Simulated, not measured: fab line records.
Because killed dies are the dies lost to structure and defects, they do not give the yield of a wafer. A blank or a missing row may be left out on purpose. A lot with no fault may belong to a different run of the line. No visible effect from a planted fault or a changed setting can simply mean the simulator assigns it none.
A single fault, viewed from 2 desks ; flow n5_finfet ; numbers are kept per desk, each desk with only its own; the story behind them comes last

== AT THE METROLOGY DESK ==
What the gauges read, lot by lot, whatever tool the lot ran on: means of the sampled wafers that have a number. If a lot's mean is further than 4 standard deviations from the usual mean, the lot is out of limits and carries the mark OUT (the distance appears in the brackets). Only the readings that lie furthest out on some lot appear, 7 of the 12 it has.
Columns: A = cd_nm at N5_BEOL_M4_CD_MEAS_28, usual 26.22 nm; B = DIBL_N at N5_BEOL_M4_RC_MEAS_101, usual 36.2 mV/V; C = IOFF_P at N5_BEOL_M4_RC_MEAS_101, usual 0.216 nA/um; D = ION_N at N5_BEOL_M4_RC_MEAS_101, usual 674 uA/um; E = ION_P at N5_BEOL_M4_RC_MEAS_101, usual 464 uA/um; F = SS_P at N5_BEOL_M4_RC_MEAS_101, usual 73.3 mV/dec; G = VT_P at N5_BEOL_M4_RC_MEAS_101, usual -249.3 mV
lot;first seen here;A;B;C;D;E;F;G
L798;day 7 20:12;26.43;35.1;0.213;688;473;73.2;-247.0
L800;day 8 03:26;26.13;35.3;0.218;669;465;73.4;-248.9
L802;day 8 09:52;26.18;38.0;0.216;657;455;73.8;-248.9
L805;day 9 05:26;26.30;37.2;0.259;676;467;74.1;-246.8
L809;day 10 10:04;26.30;33.3;0.213;680;471;72.4;-246.8
L810;day 10 14:43;26.59;37.6;0.259;680;472;72.9;-246.2
L812;day 10 18:21;26.17;35.6;0.190;669;456;73.0;-254.3
L818;day 12 14:07;26.23;38.3;0.224;680;465;73.1;-248.3
L819;day 13 06:40;25.95;38.1;0.238;669;465;74.0;-248.3
Finding of this desk: none of the 9 lots has anything out of limits.

== AT THE TOOL OWNER'S DESK: rie_diel-04 ==
The tool's own readings at N5_BEOL_M4_ETCH_41 (etches SiCN in CH3F/O2, target depth 29.9 nm, time 52.5 s): means of the sampled wafers that have a number, for each lot that ran on this tool. If a lot's mean is further than 4 standard deviations from the usual mean, the lot is out of limits and carries the mark OUT (the distance appears in the brackets).
Columns: A = bias_w at N5_BEOL_M4_ETCH_41, usual 74.97 W; B = drypump_motor_current_A at N5_BEOL_M4_ETCH_41, usual 5.7 A; C = oes_product_au at N5_BEOL_M4_ETCH_41, usual 0.82 a.u.; D = rf_fwd_power_W at N5_BEOL_M4_ETCH_41, usual 391.0 W; E = rf_vpp_V at N5_BEOL_M4_ETCH_41, usual 297.3 V; F = showerhead_plenum_p_Torr at N5_BEOL_M4_ETCH_41, usual 2.00 Torr; G = throttle_valve_pct at N5_BEOL_M4_ETCH_41, usual 16.24 %
lot;first seen here;A;B;C;D;E;F;G
L798;day 8 04:17;74.60;5.7;0.88;392.1;297.6;2.03;16.02
L800;day 8 05:14;75.14;5.9;0.87;390.9;297.3;2.00;16.07
L809;day 10 18:59;74.93;5.9;0.98;391.6;297.5;1.99;16.10
L810;day 10 19:34;75.01;6.0;0.95;392.8;298.2;1.99;16.10
L819;day 13 09:55;74.88;5.3;0.87;391.5;298.2;2.05;16.10
Finding of this desk: none of the 5 lots has anything out of limits.

== BROUGHT TOGETHER ==
Metrology desk: nothing out of limits seen.
Nothing out of limits was seen by the tool owner's desk.

== WHAT THE SIMULATOR HAD INSERTED ==
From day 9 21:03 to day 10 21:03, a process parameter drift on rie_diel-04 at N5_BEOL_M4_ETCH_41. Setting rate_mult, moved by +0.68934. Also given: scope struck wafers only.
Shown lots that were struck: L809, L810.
